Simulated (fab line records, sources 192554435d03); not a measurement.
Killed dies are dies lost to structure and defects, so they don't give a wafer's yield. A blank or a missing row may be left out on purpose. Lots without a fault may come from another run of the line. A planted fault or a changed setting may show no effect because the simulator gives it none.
Chamber matching | flow n5_finfet | N5_BEOL_M7_CVD_78 on cvd_co-02: 3 sister chambers
The step deposits Co from CCTBA/H2, target thk 2 nm, time 142.3 s. 14 wafers are shown with their chamber, then 7 later ones without.

WAFERS WITH THEIR CHAMBER
wafer  | chamber | run_length_s (s)
L680.1 | 1       | 165.6
L680.2 | 0       | 164.5
L680.5 | 1       | 165.2
L682.3 | 2       | 165.2
L682.5 | 2       | 164.6
L682.6 | 1       | 165.5
L685.2 | 2       | 164.5
L685.5 | 0       | 165.0
L685.6 | 1       | 166.0
L686.1 | 2       | 164.5
L686.2 | 0       | 164.8
L686.3 | 1       | 165.3
L690.2 | 1       | 165.5
L690.5 | 0       | 164.5

SIGNATURES (means of the wafers above)
reading      | chamber 0 | chamber 1 | chamber 2 | scatter within a chamber
run_length_s | 164.700   | 165.517   | 164.700   | 0.287
Rule: a wafer's distance from a chamber is the root of the sum, over the readings, of the square of ((its reading less the chamber's mean) divided by the reading's scatter). The wafer belongs to the nearest chamber; if the next one is less than 2 further off, it can't be placed. The scatter: the root of (the sum of the squares of (reading less its chamber's mean) over the shown wafers, divided by (wafers less chambers)).

WAFERS WITHOUT THEIR CHAMBER
wafer  | run_length_s (s)
L690.6 | 165.1
L700.1 | 165.2
L700.2 | 164.4
L700.3 | 165.1
L702.1 | 164.6
L702.3 | 165.2
L702.6 | 165.2

WHICH CHAMBER EACH WENT THROUGH
wafer  | from the rows above          | in truth
L690.6 | can't be placed: 0 or 2 or 1 | 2
L700.1 | can't be placed: 1 or 0 or 2 | 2
L700.2 | can't be placed: 0 or 2      | 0
L700.3 | can't be placed: 0 or 2 or 1 | 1
L702.1 | can't be placed: 0 or 2      | 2
L702.3 | can't be placed: 1 or 0 or 2 | 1
L702.6 | can't be placed: 1 or 0 or 2 | 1
Placed correctly: 0 of 7. Can't be placed from these rows: 7 (the true chamber is among the candidates in 7). Placed wrongly: 0.
